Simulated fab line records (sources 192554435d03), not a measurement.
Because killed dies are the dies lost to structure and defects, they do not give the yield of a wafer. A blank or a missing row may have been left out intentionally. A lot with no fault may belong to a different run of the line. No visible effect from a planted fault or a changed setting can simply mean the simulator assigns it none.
A lot that was struck, set against a sound lot | flow n5_finfet | 15 steps out of a route of 1938
Sound: wafers L483.2, L483.3, L483.4. Struck: wafer L493.6 (left out: L493.3, a lot-mate that was not struck); the cause follows at the end.
At each step with rows: each side's tool, then ch and its chambers, then its first start. Under that, the readings that differ: sound wafers | struck wafers | difference of the means | sigmas: that difference in standard deviations of wafers without a fault.
alike: words and numbers the same on both sides, and readings whose means are apart by under 2 such deviations; not compared: readings that were withheld, readings missing a value for some wafer, numbers with overlapping values and no deviation given by the record, and bounds like >300 which may hide the same value.
Wherever a step has rows on one side only, a row that says differs or no value, or a row with sigmas, the two part there. Numbers that don't overlap but have no deviation are shown without sigmas and don't part them. Lack of a reading on every wafer of one side parts them only where that side has two or more wafers.

first, 1 step without rows for these wafers: N5_SD_EPI_P_DEVELOP_08 (develop time 30 s).
N5_SD_EPI_P_CD_MEAS_09: target cd 240 nm.
  sound on cd_sem-02 ch 0, day 5 07:11; struck on cd_sem-02 ch 0, day 7 18:13
  alike: cd_nm
N5_SD_EPI_P_OVL_MEAS_10:
  sound on overlay-01 ch 0, day 5 07:13; struck on overlay-02 ch 0, day 7 18:15
  alike: SD_P_BLK_OVL
N5_SD_EPI_P_INSPECT_11: inspects for defects (macro).
  sound on defect_inspect-01 at day 5 07:15; struck on defect_inspect-02 at day 7 18:17
  alike: raw_defect_count
N5_SD_EPI_P_DESCUM_14: chemistry O2, time 7.9 s.
  sound on rie_diel-06 ch 0,2,3, day 5 07:17; struck on rie_diel-02 ch 2, day 7 18:19
  alike: chamber_pressure_mTorr, drypump_motor_current_A, oes_product_au, rf_vpp_V, showerhead_plenum_p_Torr, throttle_valve_pct
  not compared: rf_hours_counter_h
N5_SD_EPI_P_ETCH_36: etches SiARC in CF4, target depth 45.5 nm, time 75.8 s.
  sound on rie_diel-06 ch 0,2,3, day 5 07:19; struck on rie_diel-02 ch 2, day 7 18:20
  reading    | sound             | struck | difference | sigmas
  bias_w (W) | 35.93 36.01 35.95 | 35.74  | -0.22      | -2
  alike: chamber_pressure_mTorr, drypump_motor_current_A, etch_rf_on_time_s, oes_product_au, rf_vpp_V, showerhead_plenum_p_Torr, throttle_valve_pct
  not compared: rf_hours_counter_h
N5_SD_EPI_P_ETCH_37: etches SOC in N2/H2, overetch 108 nm, time 486 s.
  sound on rie_diel-06 ch 0,2,3, day 5 07:22; struck on rie_diel-02 ch 2, day 7 18:24
  alike: bias_w, chamber_pressure_mTorr, drypump_motor_current_A, oes_product_au, rf_vpp_V, showerhead_plenum_p_Torr, throttle_valve_pct
  not compared: rf_hours_counter_h
then, 1 step without rows for these wafers: N5_SD_EPI_P_STRIP_38 (strips in N2/H2).
N5_SD_EPI_P_ETCHBACK_46: etches SiNx in CH3F/O2, stops on SiO2, target depth 17.5 nm.
  sound on rie_diel-06 ch 0,2,3, day 5 07:42; struck on rie_diel-02 ch 2, day 7 18:43
  reading      | sound             | struck | difference | sigmas
  rf_vpp_V (V) | 297.2 295.8 293.5 | 304.2  | +8.7       | +3
  alike: bias_w, chamber_pressure_mTorr, drypump_motor_current_A, oes_product_au, showerhead_plenum_p_Torr, throttle_valve_pct
  not compared: rf_hours_counter_h
then, 1 step without rows for these wafers: N5_SD_EPI_P_ETCH_47 (etches SiOCN in CH3F/O2, target depth 25 nm).
N5_SD_EPI_P_ETCH_16: etches SiO2 in CHF3/O2, target depth 5 nm.
  sound on rie_diel-06 ch 0,2,3, day 5 07:54; struck on rie_diel-02 ch 2, day 7 18:55
  reading                        | sound                | struck | difference | sigmas
  chamber_pressure_mTorr (mTorr) | 30.019 29.958 29.948 | 29.920 | -0.055     | -2
  rf_vpp_V (V)                   | 521 522 516          | 537    | +17        | +3
  alike: bias_w, drypump_motor_current_A, oes_product_au, showerhead_plenum_p_Torr, throttle_valve_pct
  not compared: rf_hours_counter_h
then, 1 step without rows for these wafers: N5_SD_EPI_P_STRIP_50 (strips in CHF3/O2).
N5_SD_EPI_P_SD_RECESS_17: chemistry HBr/Cl2/O2, target depth 39.1 nm, bt time 3 s.
  sound on rie_si-02 ch 1,2,3, day 5 07:58; struck on rie_si-06 ch 1, day 7 18:59
  reading                              | sound             | struck | difference | sigmas
  model.SD_EPI_P.feature_depth_nm (nm) | 38.8 38.6 38.8    | 27.2   | -11.5      |
  model.etch.depth_nm (nm)             | 38.73 38.59 38.76 | 27.22  | -11.47     |
  alike: bias_w, chamber_pressure_mTorr, drypump_motor_current_A, oes_product_au, throttle_valve_pct
  not compared: rf_hours_counter_h
then, 1 step without rows for these wafers: N5_SD_EPI_P_WET_ETCH_45 (etches SiO2 in dHF, time 10.7 s, target depth 2 nm, rinse time 30 s).
-- the record jumps here: 10 days lie between the struck wafers' starts before and after (it left off in module SD_EPI_P and takes up again in module PASSIVATION, whose first step shown is number 1936 of the route) --
N5_PASSIVATION_PROBE_49:
  sound on prober-02 at day 16 03:07; struck on prober-01 at day 18 04:44
  reading         | sound  | struck | difference | sigmas
  killed_at_other | 14 8 7 | 0      | -10        | -3
  alike: killed_at_M0_to_M3, killed_at_M4_up, killed_at_contacts, killed_at_front_end, killed_dies, killed_on_rim, killed_open, killed_short

WHERE THEY PART
Earliest at N5_SD_EPI_P_ETCH_36; latest, in this record, at N5_PASSIVATION_PROBE_49.

WHY: whatever the simulator had introduced
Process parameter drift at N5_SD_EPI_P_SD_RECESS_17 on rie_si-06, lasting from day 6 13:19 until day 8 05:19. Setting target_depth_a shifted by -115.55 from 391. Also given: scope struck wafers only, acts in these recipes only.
